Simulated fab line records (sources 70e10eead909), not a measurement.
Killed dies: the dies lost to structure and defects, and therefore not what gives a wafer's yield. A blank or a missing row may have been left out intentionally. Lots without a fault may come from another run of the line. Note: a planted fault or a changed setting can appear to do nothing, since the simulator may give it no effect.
Which tool was responsible?	flow nand_harc	11 lots with 33 wafers sampled at 3 steps, on a route of 1302 steps

## WHAT THE GAUGES READ, wafer by wafer
NHARC_END_SORT_01.
lot	measured	on	killed_at_periphery
L273	day 25 04:09	prober-01	6 11 4
L274	day 24 21:59	prober-01	10 8 6
L277	day 26 02:26	prober-01	4 3 1
L279	day 27 09:49	prober-01	1 3 2
L286	day 30 19:32	prober-02	3 6 619
L290	day 30 15:14	prober-01	4 2 5
L293	day 32 20:58	prober-02	4 1 5

## WHICH TOOL RAN EACH LOT (tool, then ch and the chambers of the sampled wafers, then the start)
lot	NHARC_P_M2_PVD_21	NHARC_THIN_TSV_ETCHBACK_48
L273	pvd_sputter-02, day 6 15:46	rie_diel-03 ch 0,2, day 24 08:02
L274	pvd_sputter-01, day 6 21:53	rie_diel-04 ch 0,1,2, day 24 07:04
L275	pvd_sputter-01, day 7 07:49	rie_diel-03 ch 0,1,2, day 24 05:47
L278	pvd_sputter-01, day 8 07:31	rie_diel-04 ch 0,1,3, day 26 12:01
L277	pvd_sputter-01, day 8 08:19	rie_diel-01 ch 0,2, day 25 13:00
L279	pvd_sputter-01, day 9 07:26	rie_diel-04 ch 0,1, day 26 17:40
L286	pvd_sputter-01, day 12 17:31	rie_diel-03 ch 0,1, day 30 03:44
L289	pvd_sputter-03, day 13 11:34	rie_diel-01 ch 1,2,3, day 29 22:49
L290	pvd_sputter-03, day 13 15:16	rie_diel-04 ch 0,3, day 30 00:08
L291	pvd_sputter-02, day 13 22:02	rie_diel-03 ch 0,3, day 31 01:32
L293	pvd_sputter-03, day 15 00:21	rie_diel-01 ch 0,2,3, day 32 06:20
- NHARC_P_M2_PVD_21: deposits Cu, target thk 30 nm, time 20.49 s.
- NHARC_THIN_TSV_ETCHBACK_48: etches the open film in C4F8/Ar, target depth 1028.5 nm, time 405.17 s.

## THE ANSWER, worked out from the rows above alone
Rule: what is usual is taken from the lots themselves. The widest of any qualifying gaps counts: lots, ordered by their means at a reading, are off when they make up no more than a third of the lots, leave a main group of 4 or more, and stand apart from it by 3 or more times the standard deviation of that group's means. A main group is skipped when, at the precision printed for the reading in the tables above, its means are all equal. Also off: a lot with no number at a reading for which 4 or more lots have one. Any other lot the step has rows for is counted as sound.
Off: L286, at NHARC_END_SORT_01 (killed_at_periphery). For the main group the mean is 4.4 and the standard deviation 2.2. Neither off nor sound, because the step has no rows for them: L275, L278, L289, L291.
If a tool, at a process step before that reading, ran all the lots that are off and no sound lot after the first of them, it fits. The gauges at NHARC_END_SORT_01 are tried like those tools. 2 tools fit, pvd_sputter-01 at NHARC_P_M2_PVD_21 and rie_diel-03 at NHARC_THIN_TSV_ETCHBACK_48, so this cannot tell which one it is.

## WHAT THE SIMULATOR HAD INSERTED
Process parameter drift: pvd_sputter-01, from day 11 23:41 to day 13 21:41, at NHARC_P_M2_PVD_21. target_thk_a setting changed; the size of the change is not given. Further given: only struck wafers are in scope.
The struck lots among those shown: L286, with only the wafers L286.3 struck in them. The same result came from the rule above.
